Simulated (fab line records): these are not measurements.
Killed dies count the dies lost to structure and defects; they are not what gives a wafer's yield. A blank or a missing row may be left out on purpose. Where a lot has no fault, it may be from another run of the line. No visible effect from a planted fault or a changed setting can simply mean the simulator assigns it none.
fab line records	flow nandHarc
[record] lots = 6	wafers = 18	lastDay = 32
route steps=1302 shown A_STAIRCASE@807 END@1302
lots that met no fault: taken from a fault-free run of the same line
startH: the number of hours between the record's first day and the start of the first shown wafer of the lot	waitH: hours since the lot's step before	" as in the row above	L1.1+2: a row that stands for several wafers	- no value, or no start given	* or withheld: withheld	< > ~ a bound
route shown NAME@n: names a module that has steps shown in the file, with the first one's number in the route	usual: mean and standard deviation over wafers with no fault	same: alike in all rows	chamber/n: place in a boat	sites: the reading at each site	_std_site: how widely they spread, as a standard deviation	_edge_site: mean of outer sites minus mean of inner sites	radiusMm: how far each site lies from the wafer's centre	mask NAME#n: copy n	behind: the last tool/chamber to shape the wafer	hold: why the lot was held/for how many hours/how that ended	device: the n, p or np transistor that did not switch	end of line: at the end of the route, the tests of the same wafers	a step without rows: its recipe alone	killed: at the first sort, the dies lost to defects and structure; wafer yield is something else	map: per-die view of a wafer (x killed, . not killed, _ where there is no die)
set.NAME: setting as actually run; set.NAME@STEP: the setting as run at that earlier step	model.NAME: the simulator's own value behind a step, which no gauge read
lots at some steps of the route; a table a step, a row a wafer
services: a tool's chamber out of use, with start hour (startH, from the record's first day; less than 0 if before it), hours out, and reason
[[steps]]
[step NHARC_A_STAIRCASE_DESCUM_291]
[recipe] timeS = 3	o2FlowSccm = 200	arFlowSccm = 0	biasPowerW = 0	chemistry = O2
[usual] drypumpMotorCurrentA = 5.8/0.53	oesProductAu = 0.999/0.01	rfVppV = 57.9/1	showerheadPlenumPTorr = 1.94/0.097	throttleValvePct = 11.310/0.0088
[same] biasPowerW = 0
lot.wafer	tool	chamber	startH	waitH	drypumpMotorCurrentA	oesProductAu	rfHoursCounterH	rfVppV	showerheadPlenumPTorr	throttleValvePct
L256.1	rieDiel-10	3	386.20	-	6.8	0.999	49	58.4	1.99	11.313
L256.6	"	3	"	"	6.8	1.003	-	58.8	1.99	11.317
L256.4	"	2	"	"	5.1	1.007	-	56.8	1.77	11.307
L255.1	rieDiel-02	3	387.58	-	5.3	1.003	58	56.8	1.90	11.306
L255.3	"	0	"	"	6.0	0.975	51	58.5	1.80	11.298
L255.5	"	3	"	"	5.3	1.012	-	58.3	1.90	11.318
L260.4	rieDiel-10	0	451.32	-	5.5	1.006	6	58.2	1.98	11.307
L260.6	"	2	"	"	5.1	1.016	-	57.7	2.07	11.304
L260.5	"	3	"	"	6.7	1.005	-	58.8	1.99	11.308
L263.3	rieDiel-02	2	470.10	-	6.2	1.000	25	59.4	1.97	11.317
L263.1	"	3	"	"	5.3	1.007	23	56.2	1.89	11.311
L263.6	"	0	"	"	6.0	0.973	-	57.4	1.79	11.308
L267.4	rieDiel-10	3	528.23	-	6.7	0.991	29	58.1	1.98	11.310
L267.1	"	0	"	"	5.5	0.999	34	56.7	1.97	11.317
L267.2	"	1	"	"	6.4	1.004	34	58.2	1.82	11.304
L276.1	rieDiel-02	2	601.31	-	6.3	0.992	6	57.2	1.96	11.313
L276.3	"	3	"	"	5.3	1.004	8	59.5	1.88	11.311
L276.4	"	1	"	"	5.4	0.993	7	57.6	2.01	11.314
[step NHARC_A_STAIRCASE_ETCH_292]
[recipe] cf4FlowSccm = 100	chf3FlowSccm = 30	arFlowSccm = 0	rfW = 500	biasW = 200	chemistry = CF4/CHF3
[step NHARC_A_STAIRCASE_HM_OPEN_460]
[recipe] o2FlowSccm = 400	cosFlowSccm = 20	arFlowSccm = 0	rfW = 500	biasW = 300	chemistry = O2/COS
[usual] drypumpMotorCurrentA = 5.8/0.52	oesProductAu = 0.998/0.011	rfVppV = 468/3.3	showerheadPlenumPTorr = 3.15/0.15	throttleValvePct = 28.330/0.009
lot.wafer	tool	chamber	startH	waitH	drypumpMotorCurrentA	oesProductAu	rfHoursCounterH	rfVppV	showerheadPlenumPTorr	throttleValvePct
L256.1	rieDiel-10	0	-	-	5.5	1.012	50	469	3.23	28.331
L256.4	"	2	"	"	5.1	1.016	-	463	2.90	28.318
L256.6	"	0	"	"	5.5	1.017	-	469	3.23	28.347
L255.1	rieDiel-02	1	-	-	5.4	0.989	52	472	3.31	28.320
L255.3	"	2	"	"	6.3	0.988	60	471	3.23	28.321
L255.5	"	1	"	"	5.3	0.992	-	470	3.31	28.340
L260.4	rieDiel-10	1	-	-	6.5	1.001	5	465	2.99	28.351
L260.6	"	3	"	"	6.8	0.990	-	469	3.23	28.302
L260.5	"	0	"	"	5.5	0.992	-	471	3.22	28.334
L263.1	rieDiel-02	0	-	-	6.0	0.970	25	463	2.94	28.320
L263.3	"	2	"	"	6.2	0.995	26	469	3.21	28.314
L263.6	"	1	"	"	5.3	0.986	-	471	3.30	28.336
L267.1	rieDiel-10	0	-	-	5.5	0.995	34	470	3.20	28.310
L267.4	"	1	"	"	6.5	0.991	34	465	2.98	28.320
L267.2	"	2	"	"	5.2	1.008	35	472	3.35	28.336
L276.4	rieDiel-02	2	-	-	6.3	0.990	6	469	3.19	28.341
L276.3	"	3	"	"	5.3	0.990	8	467	3.07	28.324
L276.1	"	1	"	"	5.4	0.982	7	470	3.27	28.341
[step NHARC_A_STAIRCASE_STRIP_461]
[recipe] o2FlowSccm = 400	cosFlowSccm = 20	arFlowSccm = 0	biasW = 0	chemistry = O2/COS
[step NHARC_A_STAIRCASE_ETCH_452]
[recipe] targetDepthA = 300	overetchA = 30	timeS = 16.5	ionEnergyEv = 100	cf4FlowSccm = 80	o2FlowSccm = 20	arFlowSccm = 0	rfW = 300	biasW = 100	chemistry = CF4/O2
[usual] drypumpMotorCurrentA = 5.8/0.52	oesProductAu = 0.999/0.0099	rfVppV = 198.1/1.6	showerheadPlenumPTorr = 1.35/0.066	throttleValvePct = 13.398/0.0089
lot.wafer	tool	chamber	startH	waitH	drypumpMotorCurrentA	oesProductAu	rfHoursCounterH	rfVppV	showerheadPlenumPTorr	throttleValvePct
L256.1	rieDiel-10	0	-	-	5.5	1.011	50	197.9	1.38	13.388
L256.6	"	3	"	"	6.7	1.005	-	198.8	1.39	13.395
L256.4	"	0	"	"	5.5	1.006	-	199.0	1.38	13.400
L255.3	rieDiel-02	0	-	-	6.0	0.992	52	195.8	1.26	13.404
L255.1	"	2	"	"	6.2	0.998	60	198.4	1.38	13.408
L255.5	"	0	"	"	6.0	0.995	-	196.1	1.26	13.419
L260.4	rieDiel-10	1	-	-	6.5	1.006	5	196.3	1.28	13.397
L260.5	"	2	"	"	5.1	1.004	-	201.7	1.44	13.399
L260.6	"	3	"	"	6.8	0.997	-	196.9	1.38	13.408
L263.1	rieDiel-02	0	-	-	6.0	0.984	25	196.1	1.25	13.407
L263.3	"	2	"	"	6.3	0.991	26	198.9	1.38	13.383
L263.6	"	1	"	"	5.3	1.002	-	201.3	1.41	13.403
L267.4	rieDiel-10	1	-	-	6.5	1.003	35	196.9	1.27	13.415
L267.1	"	2	"	"	5.1	1.006	35	198.5	1.44	13.414
L267.2	"	3	"	"	6.7	0.999	30	198.0	1.38	13.387
L276.1	rieDiel-02	2	-	-	6.2	0.984	7	198.2	1.37	13.379
L276.3	"	3	"	"	5.3	1.000	8	198.2	1.31	13.400
L276.4	"	0	"	"	6.0	1.001	8	197.3	1.24	13.406
[step NHARC_A_STAIRCASE_ETCH_294]
[recipe] targetDepthA = 49890	timeS = 1211.6	ionEnergyEv = 800	c4f8FlowSccm = 80	o2FlowSccm = 60	arFlowSccm = withheld	rfW = 600	biasW = 3000	chemistry = C4F8/O2/Ar
[usual] oesProductAu = 0.932/0.011	rfVppV = 1830/12
lot.wafer	tool	chamber	startH	waitH	oesProductAu	rfHoursCounterH	rfVppV
L256.1	rieDiel-10	2	-	-	0.947	46	1808
L256.6	"	3	"	"	0.943	-	1838
L256.4	"	0	"	"	0.958	-	1836
L255.1	rieDiel-02	1	-	-	0.930	53	1842
L255.3	"	0	"	"	0.919	52	1813
L255.5	"	2	"	"	0.919	-	1836
L260.4	rieDiel-10	0	-	-	0.924	7	1834
L260.5	"	2	"	"	0.932	-	1848
L260.6	"	3	"	"	0.930	-	1836
L263.1	rieDiel-02	0	-	-	0.906	25	1811
L263.3	"	1	"	"	0.937	26	1840
L263.6	"	1	"	"	0.935	-	1839
L267.2	rieDiel-10	2	-	-	0.933	35	1845
L267.1	"	0	"	"	0.922	35	1833
L267.4	"	1	"	"	0.928	35	1816
L276.4	rieDiel-02	0	-	-	0.931	9	1810
L276.1	"	2	"	"	0.918	7	1833
L276.3	"	3	"	"	0.931	8	1824
[step NHARC_A_STAIRCASE_STRIP_295]
[recipe] o2FlowSccm = 500	arFlowSccm = 0	biasW = 0	chemistry = O2
[step NHARC_A_STAIRCASE_STRIP_296]
[recipe] timeS = 900	tempC = 130	chemistry = SPM
[step NHARC_A_STAIRCASE_PRECLEAN_297]
[recipe] timeS = *	tempC = 50	bathAgeMin = 0	chemistry = SC1
[step NHARC_A_STAIRCASE_SRD_298]
[step NHARC_A_STAIRCASE_HM_DEP_462]
[recipe] targetThkA = 8000	tempC = 400	material = aC
[usual] throttleValvePct = 35.000/0.0092
lot.wafer	tool	chamber	startH	waitH	throttleValvePct
L256.1	aclDep-02	0	388.92	0.1	35.006
L256.4	"	0	"	"	34.996
L256.6	"	0	"	"	34.989
L255.1	aclDep-03	0	389.83	0.1	34.999
L255.3	"	0	"	"	34.983
L255.5	"	0	"	"	35.013
L260.4	aclDep-02	0	459.92	6.4	34.996
L260.5	"	0	"	"	35.013
L260.6	"	0	"	"	34.989
L263.1	aclDep-01	0	473.26	1.0	35.005
L263.3	"	0	"	"	35.008
L263.6	"	0	"	"	35.010
L267.1	aclDep-01	0	533.35	2.1	34.986
L267.2	"	0	"	"	34.997
L267.4	"	0	"	"	34.995
L276.1	aclDep-01	0	606.16	2.4	35.005
L276.3	"	0	"	"	35.005
L276.4	"	0	"	"	35.001
[step NHARC_A_STAIRCASE_DEP_301]
[recipe] targetThkA = 300	targetThkNm = 30	tempC = 400	pressureTorr = 3.5	flowSccm = 200	rfW = 350	material = SiON
[usual] heaterPowerW = 725/84	rfFwdPowerW = 348.5/1	showerheadVppV = 1209/59
lot.wafer	tool	chamber	startH	waitH	heaterPowerW	rfFwdPowerW	showerheadVppV
L256.1	pecvd-04	1	390.77	1.5	833	345.9	1197
L256.6	"	2	"	"	712	349.3	1202
L256.4	"	0	"	"	680	349.8	1257
L255.3	pecvd-02	2	391.69	1.0	705	348.3	1342
L255.1	"	0	"	"	658	349.8	1126
L255.5	"	0	"	"	639	349.2	1135
L260.5	pecvd-02	2	460.93	0.4	867	347.8	1341
L260.4	"	0	"	"	596	210.3	871
L260.6	"	1	"	"	711	348.5	1138
L263.3	pecvd-02	2	475.15	1.0	791	348.1	1329
L263.1	"	0	"	"	616	209.0	886
L263.6	"	2	"	"	801	348.1	1335
L267.1	pecvd-04	0	535.20	1.5	752	349.6	1258
L267.2	"	1	"	"	824	348.2	1193
L267.4	"	0	"	"	753	348.5	1222
L276.3	pecvd-03	1	608.00	0.9	807	347.3	1147
L276.1	"	2	"	"	636	348.5	1183
L276.4	"	0	"	"	714	349.3	1220
[step NHARC_A_STAIRCASE_DEHYDRATE_302]
[recipe] tempC = 150	timeS = 120
[step NHARC_END_SORT_01]
[recipe] tempC = 25
[usual] killedAtArray = 55/12	killedAtOther = 1.0/1.2	killedAtPeriphery = 3.9/2.6	killedDies = 60/12	killedOpen = 3.3/1.9	killedShort = 2.5/1.8
[same] grossDies = 677
lot.wafer	tool	chamber	startH	waitH	killedAtArray	killedAtOther	killedAtPeriphery	killedDies	killedOpen	killedShort
L256.1	prober-01	0	563.49	2.5	51	0	6	57	1	1
L256.4	prober-01	0	565.86	3.4	57	0	3	60	3	5
L256.6	prober-01	0	567.44	3.9	49	0	6	55	2	2
L255.1	prober-01	0	575.42	2.5	61	3	2	66	4	1
L255.3	prober-01	0	577.04	3.1	69	0	0	69	3	3
L255.5	prober-01	0	578.65	3.7	69	2	1	72	3	1
L260.4	prober-02	0	642.88	3.4	49	4	8	61	6	1
L260.5	prober-02	0	643.68	3.7	42	1	4	47	2	3
L260.6	prober-02	0	644.47	4.0	54	2	3	59	6	6
L263.1	prober-02	0	653.84	2.5	44	2	3	49	3	2
L263.3	prober-02	0	655.44	3.1	50	0	11	61	2	4
L263.6	prober-02	0	657.83	4.0	51	3	7	61	1	4
L267.1	prober-02	0	714.49	2.5	56	0	1	57	6	2
L267.2	prober-02	0	715.29	2.8	68	0	1	69	3	1
L267.4	prober-02	0	716.90	3.4	63	1	0	64	4	1
L276.1	prober-02	0	776.87	2.5	62	0	2	64	4	2
L276.3	prober-02	0	778.46	3.1	56	0	1	57	0	0
L276.4	prober-02	0	779.25	3.4	68	0	2	70	1	2
// killed by level:class
L256.1 A_CHANNEL_HOLE_D1:chamberFilmFlake=28 A_CONTACT:chamberFilmFlake=11 A_CHANNEL_HOLE_D2:chamberFilmFlake=7 P_M1:chamberFilmFlake=2 P_BONDPAD:chamberFilmFlake=2 A_STAIRCASE:chamberFilmFlake=2 A_WL_FILL:chamberFilmFlake=2 P_M0:geometricParticle:open=1
L256.4 A_CHANNEL_HOLE_D1:chamberFilmFlake=28 A_CHANNEL_HOLE_D2:chamberFilmFlake=9 A_CONTACT:chamberFilmFlake=6 A_STAIRCASE:chamberFilmFlake=4 A_WL_FILL:chamberFilmFlake=2 P_CONTACT:geometricParticle:short=1 P_M1:geometricParticle:short=1 A_SOURCE_PLATE:geometricParticle:short=1
L256.6 A_CHANNEL_HOLE_D1:chamberFilmFlake=28 A_CONTACT:chamberFilmFlake=10 A_CHANNEL_HOLE_D2:chamberFilmFlake=4 P_BONDPAD:chamberFilmFlake=3 A_STAIRCASE:chamberFilmFlake=3 P_M1:chamberFilmFlake=2 P_STI:geometricParticle:short=1 A_ONON_D1:geometricParticle:open=1
L255.1 A_CHANNEL_HOLE_D2:chamberFilmFlake=23 A_SLIT:chamberFilmFlake=23 A_CONTACT:chamberFilmFlake=7 A_STAIRCASE:chamberFilmFlake=3 A_M0:geometricParticle:open=2 A_CHANNEL_HOLE_D1:chamberFilmFlake=2 THIN_TSV:chamberFilmFlake=2 P_CONTACT:geometricParticle:short=1
L255.3 A_CHANNEL_HOLE_D2:chamberFilmFlake=28 A_SLIT:chamberFilmFlake=23 A_CONTACT:chamberFilmFlake=6 A_STAIRCASE:chamberFilmFlake=3 A_BLC:geometricParticle:open=2 A_CHANNEL_FILL_D1:geometricParticle:short=1 A_SLIT:geometricParticle:open=1 A_WL_FILL:geometricParticle:short=1
L255.5 A_CHANNEL_HOLE_D2:chamberFilmFlake=31 A_SLIT:chamberFilmFlake=23 A_STAIRCASE:chamberFilmFlake=7 A_CONTACT:chamberFilmFlake=3 THIN_TSV:chamberFilmFlake=2 P_M0:geometricParticle:open=1 A_CHANNEL_HOLE_D1:geometricParticle:open=1 A_DECK1_JOINT:geometricParticle:short=1
L260.4 A_CHANNEL_HOLE_D2:chamberFilmFlake=26 A_CHANNEL_HOLE_D1:chamberFilmFlake=7 A_CONTACT:chamberFilmFlake=5 P_GATE:chamberFilmFlake=4 THIN_TSV:chamberFilmFlake=4 A_CHANNEL_FILL_D1:chamberFilmFlake=3 P_BONDPAD:chamberFilmFlake=2 P_GATE:geometricParticle:open=1
L260.5 A_CHANNEL_HOLE_D2:chamberFilmFlake=35 P_GATE:chamberFilmFlake=2 A_CONTACT:chamberFilmFlake=2 P_GATE:geometricParticle:open=1 A_CHANNEL_HOLE_D1:geometricParticle:open=1 A_CHANNEL_FILL_D1:geometricParticle:short=1 A_WL_FILL:geometricParticle:short=1 A_M0:geometricParticle:short=1
L260.6 A_CHANNEL_HOLE_D2:chamberFilmFlake=26 A_CHANNEL_HOLE_D1:chamberFilmFlake=7 A_DECK1_JOINT:chamberFilmFlake=3 A_CONTACT:chamberFilmFlake=3 A_STAIRCASE:chamberFilmFlake=2 THIN_TSV:chamberFilmFlake=2 P_CONTACT:geometricParticle:short=1 A_ONON_D1:geometricParticle:short=1
L263.1 A_SLIT:chamberFilmFlake=27 A_CHANNEL_HOLE_D2:chamberFilmFlake=5 A_CONTACT:chamberFilmFlake=4 THIN_TSV:chamberFilmFlake=2 A_ONON_D1:geometricParticle:short=1 A_CHANNEL_HOLE_D1:geometricParticle:open=1 A_CHANNEL_FILL_D1:geometricParticle:short=1 A_DECK1_JOINT:geometricParticle:open=1
L263.3 A_SLIT:chamberFilmFlake=22 A_CHANNEL_HOLE_D2:chamberFilmFlake=10 A_CHANNEL_HOLE_D1:chamberFilmFlake=6 P_M2:chamberFilmFlake=4 A_CONTACT:chamberFilmFlake=4 P_STI:chamberFilmFlake=3 P_CONTACT:chamberFilmFlake=3 A_ONON_D1:geometricParticle:short=2
L263.6 A_SLIT:chamberFilmFlake=27 A_CHANNEL_HOLE_D2:chamberFilmFlake=12 A_CONTACT:chamberFilmFlake=5 P_M2:chamberFilmFlake=3 A_CHANNEL_HOLE_D1:chamberFilmFlake=3 P_CONTACT:chamberFilmFlake=2 THIN_TSV:chamberFilmFlake=2 P_STI:geometricParticle:short=1
L267.1 A_CHANNEL_HOLE_D1:chamberFilmFlake=27 A_CHANNEL_HOLE_D2:chamberFilmFlake=16 A_CONTACT:chamberFilmFlake=2 A_SLIT:chamberFilmFlake=2 A_SOURCE_PLATE:geometricParticle:open=1 A_ONON_D2:geometricParticle:short=1 A_ONON_D2:geometricParticle:open=1 A_CHANNEL_HOLE_D2:geometricParticle:open=1
L267.2 A_CHANNEL_HOLE_D1:chamberFilmFlake=33 A_CHANNEL_HOLE_D2:chamberFilmFlake=23 A_SLIT:chamberFilmFlake=3 A_M1:geometricParticle:open=2 A_CHANNEL_FILL_D2:chamberFilmFlake=2 A_STAIRCASE:chamberFilmFlake=2 P_M0:geometricParticle:open=1 A_CHANNEL_HOLE_D2:geometricParticle:short=1
L267.4 A_CHANNEL_HOLE_D1:chamberFilmFlake=29 A_CHANNEL_HOLE_D2:chamberFilmFlake=25 A_ONON_D1:geometricParticle:open=2 A_STAIRCASE:chamberFilmFlake=2 A_CHANNEL_FILL_D1:geometricParticle:short=1 A_CHANNEL_FILL_D1:geometricParticle:open=1 A_WL_FILL:geometricParticle:open=1 A_WL_FILL:chamberFilmFlake=1
L276.1 A_CHANNEL_HOLE_D2:chamberFilmFlake=18 A_CHANNEL_HOLE_D1:chamberFilmFlake=12 A_CONTACT:chamberFilmFlake=9 A_STAIRCASE:chamberFilmFlake=6 A_SLIT:chamberFilmFlake=6 A_WL_FILL:chamberFilmFlake=2 A_CHANNEL_FILL_D1:geometricParticle:open=1 A_CHANNEL_FILL_D1:geometricParticle:short=1
L276.3 A_CHANNEL_HOLE_D2:chamberFilmFlake=26 A_CHANNEL_HOLE_D1:chamberFilmFlake=11 A_SLIT:chamberFilmFlake=7 A_CONTACT:chamberFilmFlake=6 A_STAIRCASE:chamberFilmFlake=3 A_CHANNEL_FILL_D1:chamberFilmFlake=2 P_ZERO_WELL:chamberFilmFlake=1 A_DECK1_JOINT:chamberFilmFlake=1
L276.4 A_CHANNEL_HOLE_D2:chamberFilmFlake=28 A_CHANNEL_HOLE_D1:chamberFilmFlake=12 A_CONTACT:chamberFilmFlake=12 A_SLIT:chamberFilmFlake=9 A_STAIRCASE:chamberFilmFlake=3 A_WL_FILL:geometricParticle:short=2 P_GATE:chamberFilmFlake=2 A_WL_FILL:geometricParticle:open=1
[[services]]
tool	chamber	startH	hours	kind
pecvd-03	-	366.06	13.0	pm
aclDep-01	-	368.37	13.0	pm
rieDiel-10	1	384.00	18.2	repair
rieDiel-02	-	394.10	9.0	pm
aclDep-02	-	407.23	1.4	repair
pecvd-02	-	408.13	13.0	pm
rieDiel-10	-	421.83	9.0	pm
aclDep-02	-	424.15	13.0	pm
aclDep-03	-	428.14	0.9	repair
rieDiel-10	1	444.88	5.8	repair
pecvd-04	-	450.44	13.0	pm
pecvd-02	-	481.12	0.6	repair
aclDep-03	-	484.72	13.0	pm
pecvd-04	1	506.66	11.5	repair
rieDiel-02	-	529.25	1.3	repair
pecvd-03	-	547.06	13.0	pm
aclDep-01	-	553.13	13.0	pm
rieDiel-10	3	562.48	11.0	repair
rieDiel-02	-	571.15	9.0	pm
pecvd-04	2	582.05	17.2	repair
pecvd-02	-	589.13	13.0	pm
rieDiel-10	-	601.03	9.0	pm
rieDiel-02	0	602.62	32.6	repair
aclDep-02	-	605.91	13.0	pm
[[key]]
[firstSign] step = NHARC_A_STAIRCASE_DEP_301	reading = rfFwdPowerW	direction = down	sigmas = 99+	usual = *	struck = *
[effect] step = NHARC_A_STAIRCASE_DEP_301	reading = showerheadVppV	direction = down	sigmas = 5.6	usual = 1209	struck = 878
metAt NHARC_A_STAIRCASE_DEP_301
struckWafers L260.4,L263.1
testerLeftOut L260,L263
onsetBetween 391.69 460.93
[fault] kind = processParameterDrift	tool = pecvd-02	chamber = 0	onsetH = 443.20	steps = NHARC_A_STAIRCASE_DEP_301	channel = rfW	offset = *	shape = step	endH = 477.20	actsIn = *	stated = *
// testerLeftOut: of these lots the tester's yield and bins aren't shown, on N5 and GAA mostly nor the transistor test; their killed dies are dies lost to structure and defects alone, not to doping, threshold or leakage, so they don't give the yield
